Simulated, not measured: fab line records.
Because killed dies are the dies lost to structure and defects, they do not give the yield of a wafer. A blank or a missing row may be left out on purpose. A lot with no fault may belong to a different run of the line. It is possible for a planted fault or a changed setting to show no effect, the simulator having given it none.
Matching of chambers ; flow n5 finfet ; rie diel-06 running N5_BEOL_M15_STRIP_36: 4 sister chambers
The step strips in O2. 4 wafers are shown with their chamber, then 12 later ones without.

EACH WAFER AND ITS CHAMBER
wafer;chamber;drypump motor current A (A)
L083.1;2;5.6
L090.2;1;5.7
L092.4;3;6.3
L092.5;0;6.3

WAFERS WITHOUT THEIR CHAMBER
wafer;drypump motor current A (A)
L093.2;5.6
L093.3;6.3
L093.5;6.3
L095.1;5.7
L095.3;5.6
L095.6;5.8
L096.2;5.6
L096.3;5.8
L096.5;5.8
L094.1;5.8
L094.4;6.5
L094.5;6.5

THE CHAMBER EACH PASSED THROUGH
wafer;from the rows above;in truth
L093.2;can't be placed: 2 or 1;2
L093.3;can't be placed: 0 or 3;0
L093.5;can't be placed: 0 or 3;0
L095.1;can't be placed: 1 or 2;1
L095.3;can't be placed: 2 or 1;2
L095.6;can't be placed: 1 or 2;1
L096.2;can't be placed: 2 or 1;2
L096.3;can't be placed: 1 or 2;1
L096.5;can't be placed: 1 or 2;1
L094.1;can't be placed: 1 or 2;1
L094.4;can't be placed: 0 or 3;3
L094.5;can't be placed: 0 or 3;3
Placed correctly: 0 of 12. Cannot be placed on the basis of these rows: 12; the candidates contain the true chamber in 12. 0 placed wrongly.
How it was worked out, from the rows above alone: a wafer's distance from a chamber is the root of the sum, over the readings, of the square of ((its reading less the chamber's mean) divided by the reading's scatter). If the next closest chamber is less than 2 further off than the closest, the wafer can't be placed; otherwise it belongs to the closest. Each chamber's mean is taken over the wafers shown for it. The scatter (one wafer shown for each chamber): square how far every hidden wafer sits from the nearest shown wafer, average those squares and take the square root.
